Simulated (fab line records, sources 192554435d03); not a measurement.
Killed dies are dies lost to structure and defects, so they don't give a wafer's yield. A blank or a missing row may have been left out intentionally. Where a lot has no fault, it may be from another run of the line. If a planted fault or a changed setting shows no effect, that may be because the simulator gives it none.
Split-lot experiment ; flow n5_finfet ; 21 wafers read across 7 lots, on a route 1938 steps long

== SPLIT DETAILS ==
At N5_MOL_CONTACT_COAG_ETCH_15 (etches SiNx in CH3F/O2, stops on Si:P, target depth 7 nm), the setting source_w was moved away from the recipe's 395 W on 7 of the 21 wafers read, by -16.7% to +18.0%. All remaining wafers had this setting at the recipe value.

Reading taken at the split's own step.

== THE READING ==
rf_vpp_V, in V, at N5_MOL_CONTACT_COAG_ETCH_15 (etches SiNx in CH3F/O2, stops on Si:P, target depth 7 nm). Typical for fault-free wafers on this fab line: 295 V, with standard deviation 5.1 V.

wafer;tool, chamber at the split;source_w as run, W;against the recipe;rf_vpp_V, V;against lot-mates on the recipe
L075.1;rie_diel-04, 2;395;recipe;291;-
L075.3;rie_diel-04, 3;395;recipe;296;-
L075.6;rie_diel-04, 0;395;recipe;299;-
L079.2;rie_diel-04, 3;466;+18.0%;275;-18
L079.3;rie_diel-04, 2;395;recipe;293;-
L079.5;rie_diel-04, 1;466;+18.0%;268;-25
L082.1;rie_diel-04, 1;395;recipe;286;-
L082.2;rie_diel-04, 3;395;recipe;294;-
L082.5;rie_diel-04, 2;395;recipe;292;-
L083.2;rie_diel-02, 2;395;recipe;287;-
L083.3;rie_diel-02, 3;395;recipe;297;-
L083.4;rie_diel-02, 1;395;recipe;296;-
L086.2;rie_diel-02, 1;395;recipe;297;-
L086.5;rie_diel-02, 2;395;recipe;287;-
L086.6;rie_diel-02, 3;437.4;+10.7%;283;-9
L092.2;rie_diel-04, 2;395;recipe;293;-
L092.5;rie_diel-04, 3;343.5;-13.0%;317;+24
L092.6;rie_diel-04, 0;343.5;-13.0%;324;+31
L097.2;rie_diel-02, 0;329;-16.7%;319;+33
L097.4;rie_diel-02, 2;395;recipe;286;-
L097.5;rie_diel-02, 0;329;-16.7%;321;+35

FIT RESULTS
A straight line over all 21 wafers: rf_vpp_V changes by -1.5 V for each +1% of source_w; r = -0.94; the points scatter about the line by 5.2 V.
The same after taking each lot's own level away (the mean of its wafers on the recipe; 21 wafers): -1.62 V for each +1%; r = -0.95; scatter 5 V.
On that fit, the largest move of source_w shifts the reading by 29 V.
Across the lots, their own levels run from 286.0 to 295.3 V, a range of 1.8 times the standard deviation given above.
The two slopes are in agreement: the lot-to-lot level therefore moves the slope only a little.
Check: for one of the wafers moved furthest among these (+18.0%), held out of the fit, the line's prediction against its lot-mates is -29.8 V. It came out at -18 V against them.
Tool readings at the split's step, against how far the setting was moved: rf_vpp_V r = -0.94.

== OTHER SPLITS APPLIED TO THESE WAFERS ==
Before the reading, these wafers also passed through other splits. Each is held against what the fit with the lots' levels taken away leaves over:
other split on the same wafers;wafers away from the commonest value;r with rf_vpp_V (lot level and that fit taken away)
N5_HKMG_FIN_COAT_43 spin_rpm;4;+0.25

== FILE'S OWN FIT ==
rf_vpp_V changes by -1.58 V for each +1% of source_w, r = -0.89.
